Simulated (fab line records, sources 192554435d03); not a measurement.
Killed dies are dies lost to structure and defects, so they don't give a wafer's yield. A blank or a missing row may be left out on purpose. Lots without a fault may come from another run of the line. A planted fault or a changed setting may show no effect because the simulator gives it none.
Chamber matching | flow n5_finfet | N5_BEOL_M7_CMP_52 on cmp-01: 4 sister chambers
The step polishes, stops on SiCOH lowk, t overpolish 6.9 s, target thk 80 nm. 16 wafers are shown with their chamber, then 8 later ones without.

WAFERS WITH THEIR CHAMBER
wafer  | chamber | motor_current_A (A) | overpolish_run_s (s) | barrier_field_endpoint_s (s)
L074.3 | 0       | 5.1                 | 6.896                | 28.9
L074.4 | 3       | 5.7                 | 6.909                | 29.5
L074.6 | 0       | 5.4                 | 6.920                | 29.6
L080.1 | 3       | 5.8                 | 6.908                | 29.3
L080.3 | 0       | 5.4                 | 6.909                | 28.1
L080.4 | 2       | 6.2                 | 6.888                | 28.6
L081.2 | 2       | 6.5                 | 6.896                | 28.8
L081.3 | 3       | 5.5                 | 6.890                | 29.6
L081.4 | 0       | 5.1                 | 6.904                | 29.4
L084.3 | 3       | 5.7                 | 6.882                | 29.4
L084.5 | 0       | 5.2                 | 6.903                | 29.5
L084.6 | 3       | 5.8                 | 6.889                | 29.7
L091.1 | 0       | 5.2                 | 6.897                | 29.7
L091.2 | 2       | 6.1                 | 6.899                | 29.4
L091.3 | 3       | 5.5                 | 6.898                | 29.6
L092.4 | 1       | 5.8                 | 6.919                | 28.9

SIGNATURES (means of the wafers above)
reading                  | chamber 0 | chamber 1 | chamber 2 | chamber 3 | scatter within a chamber
motor_current_A          | 5.233     | 5.800     | 6.267     | 5.667     | 0.151
overpolish_run_s         | 6.90483   | 6.91900   | 6.89433   | 6.89600   | 0.00937
barrier_field_endpoint_s | 29.200    | 28.900    | 28.933    | 29.517    | 0.437
Rule: a wafer's distance from a chamber is the root of the sum, over the readings, of the square of ((its reading less the chamber's mean) divided by the reading's scatter). The wafer belongs to the nearest chamber; if the next one is less than 2 further off, it can't be placed. The scatter: the root of (the sum of the squares of (reading less its chamber's mean) over the shown wafers, divided by (wafers less chambers)).

WAFERS WITHOUT THEIR CHAMBER
wafer  | motor_current_A (A) | overpolish_run_s (s) | barrier_field_endpoint_s (s)
L092.5 | 6.3                 | 6.925                | 29.6
L092.6 | 5.6                 | 6.910                | 30.1
L093.1 | 6.2                 | 6.918                | 28.3
L093.2 | 5.4                 | 6.899                | 28.7
L093.4 | 5.7                 | 6.879                | 29.3
L094.2 | 5.3                 | 6.891                | 28.5
L094.5 | 5.3                 | 6.887                | 29.5
L094.6 | 6.2                 | 6.905                | 29.8

WHICH CHAMBER EACH WENT THROUGH
wafer  | from the rows above          | in truth
L092.5 | can't be placed: 2 or 1 or 3 | 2
L092.6 | can't be placed: 3 or 1 or 0 | 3
L093.1 | can't be placed: 2 or 1      | 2
L093.2 | can't be placed: 0 or 3 or 1 | 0
L093.4 | 3                            | 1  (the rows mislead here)
L094.2 | can't be placed: 0 or 3      | 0
L094.5 | can't be placed: 0 or 3      | 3
L094.6 | can't be placed: 2 or 1 or 3 | 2
Placed correctly: 0 of 8. Can't be placed from these rows: 7 (the true chamber is among the candidates in 7). Placed wrongly: 1.
